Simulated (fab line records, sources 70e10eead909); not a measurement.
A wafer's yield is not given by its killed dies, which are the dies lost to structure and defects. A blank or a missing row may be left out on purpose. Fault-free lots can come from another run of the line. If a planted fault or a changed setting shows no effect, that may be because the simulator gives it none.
fab line records | flow nandHarc
[record] lots = 5 | wafers = 15 | lastDay = 32
route steps=1302 shown A_CHANNEL_HOLE_D1@484 A_CHANNEL_FILL_D1@490 END@1302
lots that met no fault: taken from a fault-free run of the same line
startH: hours from the record's first day to the start of the lot's first wafer shown | waitH: hours from the lot's prior step to this one | " unchanged from the row above | L1.1+2: one row covering several wafers at once | - no value, or no start given | * or withheld: withheld | < > ~ a bound
route shown NAME@n: names a module that has steps shown in the file, with the first one's number in the route | usual: average and standard deviation across the fault-free wafers | same: alike in all rows | chamber/n: place in a boat | sites: each site's reading | _std_site: how widely they spread, as a standard deviation | _edge_site: the outer-site mean with the inner-site mean subtracted | radiusMm: how far each site lies from the wafer's centre | mask NAME#n: copy n | behind: the most recent tool/chamber to have shaped the wafer | hold: reason for holding the lot/hours on hold/outcome of the hold | device: whichever transistor did not switch (one of n, p or np) | end of line: tests run on the same wafers once the route is complete | a step without rows: its recipe alone | killed: count of dies lost to structure and defects at first sort (not the wafer's yield) | map: dies across one wafer; x = killed, . = not, _ = none there
set.NAME: the setting that was run; set.NAME@STEP: the one run at that earlier step | model.NAME: the simulator's own value behind a step, which no gauge read
lots at some steps of the route; a table a step, a row a wafer
services: from which hour (startH, from the record's first day; less than 0 if before it) a tool's chamber was out of use, for how many hours, and why
[[steps]]
[step NHARC_A_CHANNEL_HOLE_D1_STRIP_27]
[recipe] o2FlowSccm = 500 | arFlowSccm = 0 | biasW = 0 | chemistry = O2
[usual] drypumpMotorCurrentA = 5.7/0.42 | oesProductAu = 1.009/0.0099 | rfVppV = 57.9/0.92 | showerheadPlenumPTorr = 3.59/0.19 | throttleValvePct = 17.037/0.009
lot.wafer | tool       | chamber | startH | waitH | drypumpMotorCurrentA | oesProductAu | rfHoursCounterH | rfVppV | showerheadPlenumPTorr | throttleValvePct
L934.4    | rieDiel-09 | 3       | -      | -     | 6.0                  | 1.017        | 9               | 57.5   | 3.67                  | 17.039
L934.3    | "          | 0       | "      | "     | 5.4                  | 1.018        | 4               | 58.2   | 3.77                  | 17.030
L934.6    | "          | 3       | "      | "     | 6.0                  | 1.015        | -               | 58.5   | 3.67                  | 17.044
L939.4    | rieDiel-09 | 2       | -      | -     | 5.1                  | 1.008        | 12              | 58.3   | 3.67                  | 17.034
L939.1    | "          | 0       | "      | "     | 5.5                  | 1.009        | 8               | 59.0   | 3.77                  | 17.043
L939.6    | "          | 1       | "      | "     | 6.1                  | 1.017        | -               | 57.7   | 3.30                  | 17.045
L947.4    | rieDiel-09 | 0       | -      | -     | 5.4                  | 0.990        | 3               | 58.6   | 3.77                  | 17.040
L947.3    | "          | 1       | "      | "     | 6.1                  | 1.004        | 3               | 57.4   | 3.30                  | 17.023
L947.1    | "          | 2       | "      | "     | 5.1                  | 1.019        | 3               | 58.6   | 3.67                  | 17.044
L948.2    | rieDiel-09 | 2       | -      | -     | 5.1                  | 1.007        | 3               | 58.6   | 3.67                  | 17.031
L948.3    | "          | 3       | "      | "     | 6.0                  | 1.014        | 3               | 58.1   | 3.67                  | 17.030
L948.6    | "          | 1       | "      | "     | 6.0                  | 1.003        | -               | 55.9   | 3.30                  | 17.041
L949.4    | rieDiel-09 | 0       | -      | -     | 5.5                  | 1.002        | 6               | 59.0   | 3.76                  | 17.040
L949.3    | "          | 1       | "      | "     | 6.1                  | 1.012        | 6               | 58.4   | 3.30                  | 17.036
L949.2    | "          | 3       | "      | "     | 6.1                  | 1.011        | 6               | 59.4   | 3.67                  | 17.042
[step NHARC_A_CHANNEL_HOLE_D1_PRECLEAN_28]
[recipe] timeS = * | tempC = 50 | bathAgeMin = 0 | chemistry = SC1
[step NHARC_A_CHANNEL_HOLE_D1_SRD_29]
[step NHARC_A_CHANNEL_HOLE_D1_CD_MEAS_30]
[usual] cdNm = 90.0/1.2
lot.wafer | tool     | chamber | startH | waitH | cdNm
L934.3    | cdSem-01 | -       | 232.16 | -     | 91.2
L934.4    | "        | -       | "      | "     | 89.4
L934.6    | "        | -       | "      | "     | 91.0
L939.1    | cdSem-03 | -       | 277.69 | -     | 90.8
L939.4    | "        | -       | "      | "     | 90.3
L939.6    | "        | -       | "      | "     | 89.6
L947.1    | cdSem-02 | -       | 359.89 | -     | 89.5
L947.3    | "        | -       | "      | "     | 88.7
L947.4    | "        | -       | "      | "     | 88.2
L948.2    | cdSem-02 | -       | 362.39 | -     | 88.8
L948.3    | "        | -       | "      | "     | 89.6
L948.6    | "        | -       | "      | "     | 90.9
L949.2    | cdSem-02 | -       | 386.00 | -     | 91.0
L949.3    | "        | -       | "      | "     | 88.3
L949.4    | "        | -       | "      | "     | 91.3
[step NHARC_A_CHANNEL_HOLE_D1_XSEM_31]
[recipe] landingEnergyEv = 35000
[usual] botCdNm = 74.6/1.4 | bowNm = 8.7/0.31 | tiltDeg = 0.08/0.042
lot.wafer | tool    | chamber | startH | waitH | botCdNm | bowNm | tiltDeg
L934.3    | xsem-01 | 0       | 232.25 | 0.1   | 75.9    | 9.0   | 0.04
L934.4    | "       | 0       | "      | "     | 73.6    | 9.1   | 0.04
L934.6    | "       | 0       | "      | "     | 75.7    | 9.1   | 0.04
L939.1    | xsem-01 | 0       | 277.78 | 0.1   | 75.6    | 8.5   | 0.12
L939.4    | "       | 0       | "      | "     | 75.9    | 8.6   | 0.12
L939.6    | "       | 0       | "      | "     | 74.2    | 8.5   | 0.12
L947.1    | xsem-01 | 0       | 359.98 | 0.1   | 73.5    | 8.9   | 0.06
L947.3    | "       | 0       | "      | "     | 73.3    | 8.9   | 0.06
L947.4    | "       | 0       | "      | "     | 72.0    | 8.9   | 0.06
L948.2    | xsem-02 | 0       | 362.49 | 0.1   | 73.5    | 8.6   | 0.07
L948.3    | "       | 0       | "      | "     | 75.5    | 8.6   | 0.07
L948.6    | "       | 0       | "      | "     | 75.9    | 8.6   | 0.07
L949.2    | xsem-02 | 0       | 386.09 | 0.1   | 76.1    | 8.8   | 0.03
L949.3    | "       | 0       | "      | "     | 73.3    | 8.7   | 0.03
L949.4    | "       | 0       | "      | "     | 76.0    | 8.8   | 0.03
[step NHARC_A_CHANNEL_HOLE_D1_INSPECT_40]
[usual] rawDefectCount = 72/26
lot.wafer | tool             | chamber | startH | waitH | rawDefectCount
L934.3    | defectInspect-01 | -       | 232.34 | -     | 52
L934.4    | "                | -       | "      | "     | 31
L934.6    | "                | -       | "      | "     | 79
L939.1    | defectInspect-01 | -       | 277.87 | -     | 86
L939.4    | "                | -       | "      | "     | 112
L939.6    | "                | -       | "      | "     | 101
L947.1    | defectInspect-02 | -       | 360.08 | -     | 58
L947.3    | "                | -       | "      | "     | 44
L947.4    | "                | -       | "      | "     | 46
L948.2    | defectInspect-01 | -       | 362.58 | -     | 78
L948.3    | "                | -       | "      | "     | 77
L948.6    | "                | -       | "      | "     | 97
L949.2    | defectInspect-02 | -       | 386.19 | -     | 82
L949.3    | "                | -       | "      | "     | 52
L949.4    | "                | -       | "      | "     | 69
[step NHARC_A_CHANNEL_FILL_D1_PRECLEAN_00]
[recipe] timeS = * | tempC = 50 | bathAgeMin = 0 | chemistry = SC1
[step NHARC_A_CHANNEL_FILL_D1_SRD_01]
[step NHARC_A_CHANNEL_FILL_D1_ALD_02]
[recipe] targetThkA = 60 | pulseTimeS = 10 | aldCycles = 60 | tempC = 300 | material = SiO2
[usual] aldCycles = 60/0 | heaterPowerOuterW = 240/20 | heaterPowerW = 430/40 | precursorPulseHeightRel = 1.000/0.02
lot.wafer | tool     | chamber | startH | waitH | aldCycles | heaterPowerOuterW | heaterPowerW | precursorPulseHeightRel
L934.4    | aldHk-02 | 1       | 232.68 | -     | 60        | 297               | 541          | 0.975
L934.3    | "        | 2       | "      | "     | 60        | 244               | 442          | 1.039
L934.6    | "        | 0       | "      | "     | 60        | 218               | 391          | 0.997
L939.1    | aldHk-01 | 2       | 278.15 | -     | 60        | 255               | 436          | 0.991
L939.4    | "        | 1       | "      | "     | 60        | 232               | 431          | 0.996
L939.6    | "        | 2       | "      | "     | 60        | 257               | 436          | 0.995
L947.1    | aldHk-03 | 1       | 361.10 | -     | 60        | 229               | 406          | 1.000
L947.4    | "        | 2       | "      | "     | 60        | 240               | 428          | 1.023
L947.3    | "        | 0       | "      | "     | 60        | 242               | 483          | 1.010
L948.2    | aldHk-03 | 2       | 362.77 | -     | 60        | 233               | 424          | 0.970
L948.3    | "        | 0       | "      | "     | 60        | 251               | 469          | 0.991
L948.6    | "        | 3       | "      | "     | 60        | 222               | 439          | 1.028
L949.3    | aldHk-02 | 3       | 386.38 | -     | 60        | 240               | 442          | 1.039
L949.2    | "        | 1       | "      | "     | 60        | 284               | 529          | 0.983
L949.4    | "        | 2       | "      | "     | 60        | 237               | 400          | 0.978
[step NHARC_A_CHANNEL_FILL_D1_ALD_03]
[recipe] targetThkA = 60 | pulseTimeS = 60 | aldCycles = 58 | tempC = 630 | pressureTorr = 2 | material = SiNx
[step NHARC_A_CHANNEL_FILL_D1_ALD_14]
[recipe] targetThkA = 25 | pulseTimeS = 10 | aldCycles = 25 | tempC = 300 | material = SiO2
[usual] aldCycles = 25/0 | heaterPowerOuterW = 240/21 | heaterPowerW = 435/41 | precursorPulseHeightRel = 0.997/0.019
lot.wafer | tool     | chamber | startH | waitH | aldCycles | heaterPowerOuterW | heaterPowerW | precursorPulseHeightRel
L934.4    | aldHk-03 | 2       | 240.08 | 0.1   | 25        | 234               | 420          | 0.976
L934.3    | "        | 0       | "      | "     | 25        | 253               | 472          | 0.983
L934.6    | "        | 2       | "      | "     | 25        | 234               | 428          | 1.003
L939.4    | aldHk-03 | 0       | 285.18 | 0.0   | 25        | 248               | 459          | 1.013
L939.1    | "        | 3       | "      | "     | 25        | 217               | 430          | 0.989
L939.6    | "        | 1       | "      | "     | 25        | 228               | 413          | 0.994
L947.3    | aldHk-03 | 0       | 368.43 | 0.4   | 25        | 253               | 479          | 1.027
L947.1    | "        | 2       | "      | "     | 25        | 236               | 437          | 0.987
L947.4    | "        | 3       | "      | "     | 25        | 222               | 433          | 0.977
L948.3    | aldHk-03 | 3       | 368.65 | 0.6   | 25        | 226               | 431          | 1.045
L948.2    | "        | 2       | "      | "     | 25        | 235               | 430          | 1.004
L948.6    | "        | 3       | "      | "     | 25        | 213               | 423          | 0.965
L949.4    | aldHk-02 | 0       | 393.41 | 0.1   | 25        | 227               | 394          | 0.983
L949.2    | "        | 1       | "      | "     | 25        | 299               | 538          | 0.997
L949.3    | "        | 2       | "      | "     | 25        | 231               | 407          | 1.032
[step NHARC_A_CHANNEL_FILL_D1_ALD_15]
[recipe] targetThkA = 20 | pulseTimeS = 60 | aldCycles = 19 | tempC = 630 | pressureTorr = 2 | material = SiNx
[usual] precursorPulseHeightRel = 1.001/0.021
lot.wafer | tool           | chamber | startH | waitH | precursorPulseHeightRel
L934.3    | aldSinBatch-01 | 0       | -      | -     | 1.005
L934.4    | "              | 0       | "      | "     | 1.013
L934.6    | "              | 0       | "      | "     | 1.019
L939.1    | aldSinBatch-01 | 0       | -      | -     | 0.943
L939.4    | "              | 0       | "      | "     | 0.999
L939.6    | "              | 0       | "      | "     | 0.991
L947.1    | aldSinBatch-01 | 0       | -      | -     | 1.006
L947.3    | "              | 0       | "      | "     | 1.018
L947.4    | "              | 0       | "      | "     | 0.948
L948.2    | aldSinBatch-01 | 0       | -      | -     | 0.986
L948.3    | "              | 0       | "      | "     | 1.035
L948.6    | "              | 0       | "      | "     | 0.984
L949.2    | aldSinBatch-02 | 0       | -      | -     | 0.968
L949.3    | "              | 0       | "      | "     | 1.005
L949.4    | "              | 0       | "      | "     | 1.017
[step NHARC_A_CHANNEL_FILL_D1_ALD_16]
[recipe] targetThkA = 15 | pulseTimeS = 10 | aldCycles = 15 | tempC = 300 | material = SiO2
[usual] aldCycles = 15/0 | heaterPowerOuterW = 237/18 | heaterPowerW = 429/35 | precursorPulseHeightRel = 1.001/0.019
lot.wafer | tool     | chamber | startH | waitH | aldCycles | heaterPowerOuterW | heaterPowerW | precursorPulseHeightRel
L934.4    | aldHk-03 | 0       | 245.47 | 0.3   | 15        | 249               | 454          | 0.998
L934.3    | "        | 1       | "      | "     | 15        | 233               | 417          | 1.030
L934.6    | "        | 3       | "      | "     | 15        | 217               | 430          | 1.017
L939.4    | aldHk-03 | 1       | 290.35 | 0.1   | 10        | 238               | 409          | 1.022
L939.1    | "        | 2       | "      | "     | 10        | 229               | 433          | 1.014
L939.6    | "        | 0       | "      | "     | 10        | 242               | 481          | 1.003
L947.3    | aldHk-02 | 2       | 373.62 | 0.1   | 15        | 233               | 404          | 1.017
L947.4    | "        | 3       | "      | "     | 15        | 244               | 443          | 1.007
L947.1    | "        | 0       | "      | "     | 15        | 227               | 410          | 0.995
L948.2    | aldHk-01 | 0       | 373.66 | 0.1   | 15        | 247               | 426          | 0.998
L948.3    | "        | 1       | "      | "     | 15        | 216               | 403          | 1.022
L948.6    | "        | 3       | "      | "     | 15        | 213               | 383          | 0.997
L949.2    | aldHk-02 | 0       | 398.55 | 0.1   | 15        | 232               | 400          | 0.975
L949.4    | "        | 1       | "      | "     | 15        | 294               | 544          | 0.992
L949.3    | "        | 2       | "      | "     | 15        | 238               | 411          | 1.012
[step NHARC_A_CHANNEL_FILL_D1_ANNEAL_17]
[recipe] tempC = 850 | timeS = 1800
[step NHARC_END_SORT_01]
[recipe] tempC = 25
[usual] killedAtArray = 59/20 | killedAtOther = 0.8/1 | killedAtPeriphery = 3.2/2.1 | killedDies = 63/21 | killedOpen = 3.0/1.9 | killedShort = 2.3/1.5
[same] grossDies = 677
lot.wafer | tool      | chamber | startH | waitH | killedAtArray | killedAtOther | killedAtPeriphery | killedDies | killedOpen | killedShort
L934.3    | prober-02 | 0       | 599.21 | 3.1   | 24            | 2             | 1                 | 27         | 2          | 1
L934.4    | prober-02 | 0       | 600.01 | 3.4   | 27            | 0             | 5                 | 32         | 3          | 2
L934.6    | prober-02 | 0       | 601.60 | 4.0   | 24            | 0             | 4                 | 28         | 4          | 2
L939.1    | prober-02 | 0       | 662.65 | 2.5   | 66            | 1             | 4                 | 71         | 4          | 0
L939.4    | prober-02 | 0       | 665.06 | 3.4   | 67            | 1             | 7                 | 75         | 3          | 2
L939.6    | prober-02 | 0       | 666.67 | 4.0   | 65            | 1             | 1                 | 67         | 0          | 3
L947.1    | prober-01 | 0       | 728.52 | 2.5   | 58            | 2             | 1                 | 61         | 7          | 2
L947.3    | prober-01 | 0       | 730.09 | 3.1   | 54            | 2             | 4                 | 60         | 4          | 4
L947.4    | prober-01 | 0       | 730.87 | 3.3   | 58            | 1             | 5                 | 64         | 5          | 2
L948.2    | prober-01 | 0       | 744.98 | 2.8   | 75            | 3             | 3                 | 81         | 5          | 5
L948.3    | prober-01 | 0       | 745.78 | 3.1   | 82            | 2             | 1                 | 85         | 6          | 1
L948.6    | prober-01 | 0       | 748.20 | 4.0   | 90            | 0             | 5                 | 95         | 5          | 2
L949.2    | prober-01 | 0       | 762.68 | 2.8   | 69            | 2             | 3                 | 74         | 4          | 5
L949.3    | prober-01 | 0       | 763.48 | 3.1   | 61            | 0             | 5                 | 66         | 1          | 5
L949.4    | prober-01 | 0       | 764.27 | 3.4   | 68            | 0             | 2                 | 70         | 3          | 6
// killed by level:class
L934.3 A_CHANNEL_HOLE_D2:chamberFilmFlake=8 A_CHANNEL_HOLE_D1:chamberFilmFlake=3 A_CHANNEL_FILL_D2:chamberFilmFlake=3 A_WL_FILL:chamberFilmFlake=3 A_DECK1_JOINT:chamberFilmFlake=2 THIN_TSV:chamberFilmFlake=2 P_M0:geometricParticle:short=1 A_DECK1_JOINT:geometricParticle:open=1
L934.4 A_CHANNEL_HOLE_D2:chamberFilmFlake=8 A_CONTACT:chamberFilmFlake=6 A_CHANNEL_HOLE_D1:chamberFilmFlake=4 P_STI:chamberFilmFlake=3 A_STAIRCASE:chamberFilmFlake=2 P_M1:geometricParticle:open=1 A_DECK1_JOINT:geometricParticle:open=1 A_ONON_D2:geometricParticle:short=1
L934.6 A_CHANNEL_HOLE_D1:chamberFilmFlake=7 A_CHANNEL_HOLE_D2:chamberFilmFlake=7 A_CHANNEL_FILL_D2:geometricParticle:open=2 P_GATE:chamberFilmFlake=2 A_CONTACT:chamberFilmFlake=2 P_GATE:geometricParticle:short=1 P_CONTACT:geometricParticle:open=1 A_CHANNEL_FILL_D1:geometricParticle:short=1
L939.1 A_SLIT:chamberFilmFlake=26 A_CHANNEL_HOLE_D1:chamberFilmFlake=17 A_CHANNEL_HOLE_D2:chamberFilmFlake=13 A_CONTACT:chamberFilmFlake=4 P_M2:chamberFilmFlake=3 A_STAIRCASE:chamberFilmFlake=3 A_BLC:geometricParticle:open=2 P_M1:geometricParticle:open=1
L939.4 A_SLIT:chamberFilmFlake=31 A_CHANNEL_HOLE_D1:chamberFilmFlake=24 A_CHANNEL_HOLE_D2:chamberFilmFlake=6 P_M0:geometricParticle:open=2 P_M2:chamberFilmFlake=2 A_CONTACT:chamberFilmFlake=2 P_CONTACT:geometricParticle:short=1 P_M1:geometricParticle:open=1
L939.6 A_CHANNEL_HOLE_D1:chamberFilmFlake=23 A_SLIT:chamberFilmFlake=23 A_CHANNEL_HOLE_D2:chamberFilmFlake=10 A_DECK1_JOINT:chamberFilmFlake=4 A_DECK1_JOINT:geometricParticle:short=1 A_CHANNEL_FILL_D2:geometricParticle:short=1 A_BLC:geometricParticle:short=1 P_ZERO_WELL:chamberFilmFlake=1
L947.1 A_SLIT:chamberFilmFlake=35 A_CHANNEL_HOLE_D1:chamberFilmFlake=6 A_M0:geometricParticle:open=3 A_STAIRCASE:chamberFilmFlake=3 A_WL_FILL:geometricParticle:open=2 A_CHANNEL_FILL_D1:chamberFilmFlake=2 A_BLC:chamberFilmFlake=2 THIN_TSV:chamberFilmFlake=2
L947.3 A_SLIT:chamberFilmFlake=33 A_CHANNEL_HOLE_D1:chamberFilmFlake=6 A_CONTACT:chamberFilmFlake=5 P_CONTACT:chamberFilmFlake=2 A_BLC:chamberFilmFlake=2 THIN_TSV:chamberFilmFlake=2 P_CONTACT:geometricParticle:open=1 A_DECK1_JOINT:geometricParticle:open=1
L947.4 A_SLIT:chamberFilmFlake=34 A_CHANNEL_HOLE_D1:chamberFilmFlake=8 P_CONTACT:geometricParticle:open=3 A_WL_FILL:chamberFilmFlake=3 A_DECK1_JOINT:chamberFilmFlake=3 A_BLC:chamberFilmFlake=3 A_CONTACT:chamberFilmFlake=2 P_M2:geometricParticle:short=1
L948.2 A_SLIT:chamberFilmFlake=31 A_CHANNEL_HOLE_D2:chamberFilmFlake=15 A_CHANNEL_HOLE_D1:chamberFilmFlake=14 A_STAIRCASE:chamberFilmFlake=3 A_CONTACT:chamberFilmFlake=3 A_ONON_D2:geometricParticle:open=2 THIN_TSV:chamberFilmFlake=2 P_STI:geometricParticle:open=1
L948.3 A_SLIT:chamberFilmFlake=29 A_CHANNEL_HOLE_D1:chamberFilmFlake=21 A_CHANNEL_HOLE_D2:chamberFilmFlake=17 A_CONTACT:chamberFilmFlake=3 A_ZERO_WELL:chamberFilmFlake=2 A_STAIRCASE:chamberFilmFlake=2 THIN_TSV:chamberFilmFlake=2 P_GATE:geometricParticle:open=1
L948.6 A_SLIT:chamberFilmFlake=33 A_CHANNEL_HOLE_D1:chamberFilmFlake=24 A_CHANNEL_HOLE_D2:chamberFilmFlake=19 A_CONTACT:chamberFilmFlake=4 A_STAIRCASE:chamberFilmFlake=3 P_CONTACT:geometricParticle:short=1 P_M0:geometricParticle:open=1 A_ONON_D2:geometricParticle:short=1
L949.2 A_CHANNEL_HOLE_D2:chamberFilmFlake=27 A_CHANNEL_HOLE_D1:chamberFilmFlake=21 A_CONTACT:chamberFilmFlake=6 A_SLIT:chamberFilmFlake=4 A_CHANNEL_FILL_D1:geometricParticle:short=2 A_STAIRCASE:chamberFilmFlake=2 THIN_TSV:chamberFilmFlake=2 P_GATE:geometricParticle:short=1
L949.3 A_CHANNEL_HOLE_D2:chamberFilmFlake=27 A_CHANNEL_HOLE_D1:chamberFilmFlake=10 A_SLIT:chamberFilmFlake=8 P_ZERO_WELL:chamberFilmFlake=4 A_CONTACT:chamberFilmFlake=4 A_STAIRCASE:chamberFilmFlake=2 A_BLC:chamberFilmFlake=2 P_M0:geometricParticle:short=1
L949.4 A_CHANNEL_HOLE_D2:chamberFilmFlake=29 A_CHANNEL_HOLE_D1:chamberFilmFlake=12 A_SLIT:chamberFilmFlake=5 A_CHANNEL_FILL_D1:geometricParticle:short=2 A_CHANNEL_FILL_D1:chamberFilmFlake=2 A_DECK1_JOINT:chamberFilmFlake=2 A_CHANNEL_FILL_D2:chamberFilmFlake=2 A_STAIRCASE:chamberFilmFlake=2
[[services]]
tool           | chamber | startH | hours | kind
aldHk-03       | -       | 217.79 | 10.0  | pm
aldHk-03       | 0       | 217.79 | 10.0  | ventCycle
aldHk-03       | 1       | 217.79 | 10.0  | ventCycle
aldHk-03       | 2       | 217.79 | 10.0  | ventCycle
aldHk-03       | 3       | 217.79 | 10.0  | ventCycle
rieDiel-09     | 0       | 225.69 | -     | clean
rieDiel-09     | 1       | 225.69 | -     | clean
rieDiel-09     | 2       | 225.69 | -     | clean
rieDiel-09     | 3       | 225.69 | -     | clean
aldHk-03       | 0       | 227.79 | -     | clean
aldHk-03       | 1       | 227.79 | -     | clean
aldHk-03       | 2       | 227.79 | -     | clean
aldHk-03       | 3       | 227.79 | -     | clean
rieDiel-09     | 0       | 250.31 | -     | clean
aldSinBatch-02 | -       | 269.03 | 26.0  | pm
aldHk-02       | -       | 284.76 | 0.8   | repair
rieDiel-09     | 1       | 319.14 | 5.0   | repair
rieDiel-09     | -       | 320.19 | 9.0   | pm
xsem-01        | -       | 374.00 | 14.0  | pm
aldHk-03       | -       | 395.79 | 10.0  | pm
aldHk-03       | 0       | 395.79 | 10.0  | ventCycle
aldHk-03       | 1       | 395.79 | 10.0  | ventCycle
aldHk-03       | 2       | 395.79 | 10.0  | ventCycle
aldHk-03       | 3       | 395.79 | 10.0  | ventCycle
[[key]]
[firstSign] step = NHARC_A_CHANNEL_FILL_D1_ALD_16 | reading = aldCycles | direction = down | sigmas = 99+ | usual = 15 | struck = 10
effect none on later readings
metAt NHARC_A_CHANNEL_FILL_D1_ALD_16
struckWafers L939.1,L939.4,L939.6
testerLeftOut L939
onsetBetween 245.47 290.35
[fault] kind = processParameterDrift | tool = aldHk-03 | chamber = - | onsetH = 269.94 | steps = NHARC_A_CHANNEL_FILL_D1_ALD_16 | channel = aldCycles | offset = -5 | shape = step | endH = 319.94 | actsIn = theseRecipesOnly | stated = 15
// testerLeftOut: of these lots the tester's yield and bins aren't shown, on N5 and GAA mostly nor the transistor test; their killed dies are dies lost to structure and defects alone, not to doping, threshold or leakage, so they don't give the yield
